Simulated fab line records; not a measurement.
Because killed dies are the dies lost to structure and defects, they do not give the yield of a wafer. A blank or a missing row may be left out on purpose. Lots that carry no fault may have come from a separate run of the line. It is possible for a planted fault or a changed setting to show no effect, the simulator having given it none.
Which tool did it? | flow n5Finfet | 26 wafers from 9 lots sampled at 7 of the route's 1938 steps

## WHAT THE GAUGES SHOWED, per wafer
N5_SD_EPI_P_EPI_MEAS_23. Usual: thkNm reads 60.9 nm (standard deviation 1.4).
lot  | measured    | on           | thkNm (nm)     | flag
L786 | day 3 09:29 | filmMetro-01 | 62.2 64.3      | 
L793 | day 5 03:30 | filmMetro-01 | 61.8 63.4 60.3 | 
L794 | day 5 10:22 | filmMetro-01 | 63.0 61.6 62.6 | 
L795 | day 5 15:52 | filmMetro-02 | 44.5 45.5 42.3 | OFF
L796 | day 6 00:18 | filmMetro-02 | 44.3 45.0 41.6 | OFF
L797 | day 6 08:50 | filmMetro-01 | 43.2 42.8 44.3 | OFF
L806 | day 8 12:31 | filmMetro-01 | 59.9 61.1 60.3 | 
L807 | day 8 16:14 | filmMetro-01 | 61.6 59.2 61.5 | 
L809 | day 9 06:45 | filmMetro-01 | 60.3 63.2 61.4 | 

N5_SD_EPI_P_INSPECT_26: inspects for defects (darkfield). Usual: rawDefectCount reads 190 (standard deviation 40).
lot  | measured    | on               | rawDefectCount | flag
L786 | day 3 09:40 | defectInspect-02 | 134 137        | 
L793 | day 5 03:40 | defectInspect-01 | 230 131 223    | 
L794 | day 5 10:33 | defectInspect-02 | 145 214 123    | 
L795 | day 5 16:04 | defectInspect-01 | 200 236 221    | 
L796 | day 6 00:29 | defectInspect-02 | 205 207 204    | 
L797 | day 6 09:00 | defectInspect-02 | 125 176 173    | 
L806 | day 8 12:48 | defectInspect-01 | 157 181 200    | 
L807 | day 8 16:32 | defectInspect-02 | 194 210 147    | 
L809 | day 9 06:56 | defectInspect-01 | 188 158 211    | 

N5_SD_ACTIVATION_RS_MEAS_03: the measuring method here is four-point-probe. Usual: RS_SD_N 21.93 ohm/sq, standard deviation 0.28; RS_SD_P 56.3 ohm/sq, standard deviation 0.9.
lot  | measured    | on           | RS_SD_N (ohm/sq)  | RS_SD_P (ohm/sq) | flag
L786 | day 3 10:07 | filmMetro-02 | 21.61 21.48       | 55.4 54.7        | 
L793 | day 5 04:07 | filmMetro-01 | 22.02 21.85 21.93 | 55.9 56.2 56.8   | 
L794 | day 5 10:59 | filmMetro-01 | 21.80 22.00 21.68 | 55.5 54.8 55.3   | 
L795 | day 5 16:29 | filmMetro-01 | 22.36 22.25 21.97 | 78.9 77.4 79.1   | OFF
L796 | day 6 00:55 | filmMetro-02 | 21.70 21.74 21.77 | 79.3 79.5 79.3   | OFF
L797 | day 6 09:28 | filmMetro-01 | 21.73 21.75 21.86 | 79.6 79.3 79.2   | OFF
L806 | day 8 13:20 | filmMetro-02 | 21.41 21.54 21.60 | 56.8 56.9 56.2   | 
L807 | day 8 16:58 | filmMetro-01 | 22.06 22.11 21.90 | 54.9 56.3 55.8   | 
L809 | day 9 07:22 | filmMetro-02 | 22.63 22.83 22.51 | 55.5 54.3 56.1   | 

N5_BEOL_M4_RC_MEAS_101. Usual: DIBL_N 36.2 mV/V, standard deviation 1.7; DIBL_P 36.6 mV/V, standard deviation 1.9; IOFF_N 0.16 nA/um, standard deviation 0.032; IOFF_P 0.21 nA/um, standard deviation 0.037; ION_N 675 uA/um, standard deviation 12; ION_P 460 uA/um, standard deviation 8.1; REXT_P 100.3 ohm.um, standard deviation 2.6; RS_SD_P 66.1 ohm/sq, standard deviation 1.3; SS_N 71.4 mV/dec, standard deviation 0.58; SS_P 73.4 mV/dec, standard deviation 0.64; VT_N 249 mV, standard deviation 3.2; VT_P -252 mV, standard deviation 3.4; VT_P_LVT -98 mV, standard deviation 3.2.
lot  | measured     | on        | DIBL_N (mV/V)  | DIBL_P (mV/V)  | IOFF_N (nA/um) | IOFF_P (nA/um) | ION_N (uA/um) | ION_P (uA/um) | REXT_P (ohm.um)   | RS_SD_P (ohm/sq) | SS_N (mV/dec)  | SS_P (mV/dec)  | VT_N (mV)   | VT_P (mV)      | VT_P_LVT (mV)  | flag
L786 | day 7 22:44  | prober-02 | 39.2 36.3      | 38.4 35.2      | 0.20 0.15      | 0.22 0.18      | 673 674       | 452 459       | 97.3 96.3         | 64.8 62.9        | 72.1 70.1      | 73.8 73.3      | 246 248     | -252 -252      | -95 -97        | 
L793 | day 9 11:34  | prober-02 | 36.8 35.1 36.4 | 38.0 37.1 37.7 | 0.17 0.14 0.16 | 0.21 0.18 0.20 | 669 669 672   | 454 451 450   | 100.3 98.1 100.2  | 66.0 65.6 66.6   | 72.3 71.1 71.1 | 73.7 72.7 73.2 | 248 251 246 | -254 -251 -253 | -97 -99 -97    | 
L794 | day 9 11:06  | prober-01 | 39.4 39.1 38.0 | 39.6 39.7 38.2 | 0.27 0.25 0.23 | 0.30 0.30 0.27 | 700 697 697   | 471 473 471   | 101.5 100.2 102.4 | 64.3 64.4 65.1   | 72.8 71.7 71.8 | 74.4 74.9 73.8 | 242 241 242 | -245 -244 -250 | -92 -92 -93    | 
L795 | day 9 16:11  | prober-02 | 35.6 33.9 34.7 | 37.5 35.1 36.4 | 0.16 0.12 0.14 | 0.14 0.12 0.13 | 684 671 676   | 437 429 437   | 120.9 122.0 119.3 | 92.5 91.0 94.1   | 71.6 71.2 71.1 | 73.1 73.2 73.2 | 248 253 249 | -260 -264 -263 | -108 -112 -111 | OFF
L796 | day 10 10:41 | prober-02 | 38.8 34.4 37.4 | 42.4 36.6 40.1 | 0.20 0.12 0.18 | 0.20 0.13 0.17 | 688 658 693   | 447 428 438   | 114.8 116.1 114.5 | 93.8 94.0 93.4   | 71.6 70.9 71.7 | 74.6 72.6 73.9 | 245 252 247 | -260 -266 -263 | -109 -116 -111 | OFF
L797 | day 11 02:49 | prober-01 | 34.7 34.1 33.1 | 36.7 36.8 35.5 | 0.14 0.14 0.11 | 0.15 0.16 0.14 | 669 676 649   | 435 433 429   | 116.1 113.2 114.0 | 93.6 93.1 92.9   | 70.6 70.5 70.7 | 72.9 72.9 73.4 | 253 250 256 | -261 -257 -261 | -109 -108 -111 | OFF
L806 | day 12 22:44 | prober-02 | 36.8 36.7 37.9 | 36.1 35.8 37.3 | 0.13 0.15 0.15 | 0.19 0.18 0.20 | 656 683 671   | 448 457 461   | 95.8 95.7 96.3    | 66.3 66.6 66.3   | 71.4 71.7 71.1 | 72.4 72.7 73.7 | 253 252 250 | -255 -256 -252 | -100 -102 -100 | 
L807 | day 13 02:18 | prober-02 | 36.0 37.7 37.8 | 35.2 37.2 37.0 | 0.16 0.18 0.19 | 0.22 0.24 0.25 | 677 697 692   | 469 471 472   | 98.1 98.9 97.5    | 64.4 66.0 65.4   | 70.8 71.9 71.6 | 73.1 73.8 73.7 | 249 247 248 | -249 -246 -247 | -94 -93 -92    | 
L809 | day 13 08:45 | prober-02 | 37.0 35.7 37.2 | 35.9 34.2 37.3 | 0.16 0.13 0.17 | 0.21 0.19 0.23 | 680 666 684   | 465 460 469   | 103.5 101.4 103.4 | 64.9 63.6 65.2   | 71.2 69.8 71.0 | 72.9 72.2 73.9 | 249 254 249 | -253 -250 -247 | -101 -100 -98  | 

## EACH LOT AND THE TOOL THAT RAN IT (in order: tool; ch and the chambers of the sampled wafers; start)
lot  | N5_SD_EPI_P_STRIP_40               | N5_SD_EPI_P_EPI_21            | N5_ILD0_LINER_00
L786 | plasmaAsher-02 ch 1, day 3 06:46   | epiRpcvd-01 ch 0, day 3 07:17 | aldSin-02 ch 1, day 3 10:28
L793 | plasmaAsher-02 ch 0,1, day 5 00:47 | epiRpcvd-01 ch 0, day 5 01:40 | aldSin-01 ch 0,1, day 5 04:32
L794 | plasmaAsher-02 ch 1, day 5 07:40   | epiRpcvd-01 ch 0, day 5 08:11 | aldSin-02 ch 0,1, day 5 11:20
L795 | plasmaAsher-01 ch 0,1, day 5 13:10 | epiRpcvd-01 ch 0, day 5 13:41 | aldSin-03 ch 0,1, day 5 16:56
L796 | plasmaAsher-01 ch 0,1, day 5 21:35 | epiRpcvd-01 ch 0, day 5 22:07 | aldSin-02 ch 0,1,2, day 6 01:17
L797 | plasmaAsher-01 ch 0,1, day 6 06:08 | epiRpcvd-01 ch 0, day 6 07:21 | aldSin-03 ch 2,3, day 6 10:02
L806 | plasmaAsher-02 ch 1, day 8 07:50   | epiRpcvd-02 ch 0, day 8 08:38 | aldSin-01 ch 2,3, day 8 14:10
L807 | plasmaAsher-02 ch 0,1, day 8 13:29 | epiRpcvd-04 ch 0, day 8 14:02 | aldSin-03 ch 1,2,3, day 8 17:40
L809 | plasmaAsher-01 ch 0,1, day 9 03:12 | epiRpcvd-01 ch 0, day 9 03:50 | aldSin-03 ch 2,3, day 9 07:43
- N5_SD_EPI_P_STRIP_40: strips in N2/H2.
- N5_SD_EPI_P_EPI_21: deposits SiGe:B, time 355 s.
- N5_ILD0_LINER_00: material SiNx, target thk 4 nm, pulse time 1 s, purge time 2 s.

## AS READ BY THE TOOLS THEMSELVES (means over the sampled wafers that have a number; for cases with no such wafer, the mark the record gives instead)
N5_SD_EPI_P_STRIP_40. Usual: drypumpMotorCurrentA 6.1 A, standard deviation 0.45; heaterPowerW 367 W, standard deviation 18; oesProductAu 0.763 a.u., standard deviation 0.012; tempC 249.98 C, standard deviation 0.19.
lot  | tool           | drypumpMotorCurrentA (A) | heaterPowerW (W) | oesProductAu (a.u.) | tempC (C) | flag
L786 | plasmaAsher-02 | 6.7                      | 372              | 0.774               | 249.77    | 
L793 | plasmaAsher-02 | 6.4                      | 363              | 0.765               | 250.10    | 
L794 | plasmaAsher-02 | 6.7                      | 372              | 0.755               | 249.89    | 
L795 | plasmaAsher-01 | 5.7                      | 368              | 0.755               | 250.05    | 
L796 | plasmaAsher-01 | 5.8                      | 367              | 0.756               | 249.90    | 
L797 | plasmaAsher-01 | 5.8                      | 362              | 0.776               | 249.74    | 
L806 | plasmaAsher-02 | 6.7                      | 370              | 0.766               | 249.98    | 
L807 | plasmaAsher-02 | 6.4                      | 367              | 0.760               | 249.99    | 
L809 | plasmaAsher-01 | 5.8                      | 384              | 0.762               | 250.09    | 

N5_ILD0_LINER_00. Usual: heaterPowerW 888 W, standard deviation 78; precursorPulseHeightRel 1.002, standard deviation 0.019.
lot  | tool      | heaterPowerW (W) | precursorPulseHeightRel | flag
L786 | aldSin-02 | 857              | 1.009                   | 
L793 | aldSin-01 | 884              | 0.986                   | 
L794 | aldSin-02 | 913              | 0.999                   | 
L795 | aldSin-03 | 817              | 0.998                   | 
L796 | aldSin-02 | 916              | 0.991                   | 
L797 | aldSin-03 | 943              | 0.997                   | 
L806 | aldSin-01 | 864              | 0.983                   | 
L807 | aldSin-03 | 875              | 0.999                   | 
L809 | aldSin-03 | 938              | 1.008                   | 

## THE ANSWER, worked out from the rows above alone
Rule: a lot is off if the mean of its wafers that have a number lies more than 3 standard deviations from the usual mean. A lot without any number at a reading at which 4 lots or more have one is off too. All remaining lots with rows at the step are treated as sound. First the gauges in route order, then the tools' own readings, where a lot's mean is used as printed above. The first step at which some lot is off is used, and at that step the reading that is off furthest; a lot without a number counts as furthest.
Off at N5_SD_EPI_P_EPI_MEAS_23 (thkNm): L795, L796, L797.
A tool fits if, at a process step before that reading, it ran every lot that is off, and no sound lot after the first of them. Not tried: the gauges at N5_SD_EPI_P_EPI_MEAS_23; whatever is off there is also off at N5_BEOL_M4_RC_MEAS_101, on other tools, and gauge error can't account for it. None of those tried fits.

## WHAT THE SIMULATOR HAD PUT IN
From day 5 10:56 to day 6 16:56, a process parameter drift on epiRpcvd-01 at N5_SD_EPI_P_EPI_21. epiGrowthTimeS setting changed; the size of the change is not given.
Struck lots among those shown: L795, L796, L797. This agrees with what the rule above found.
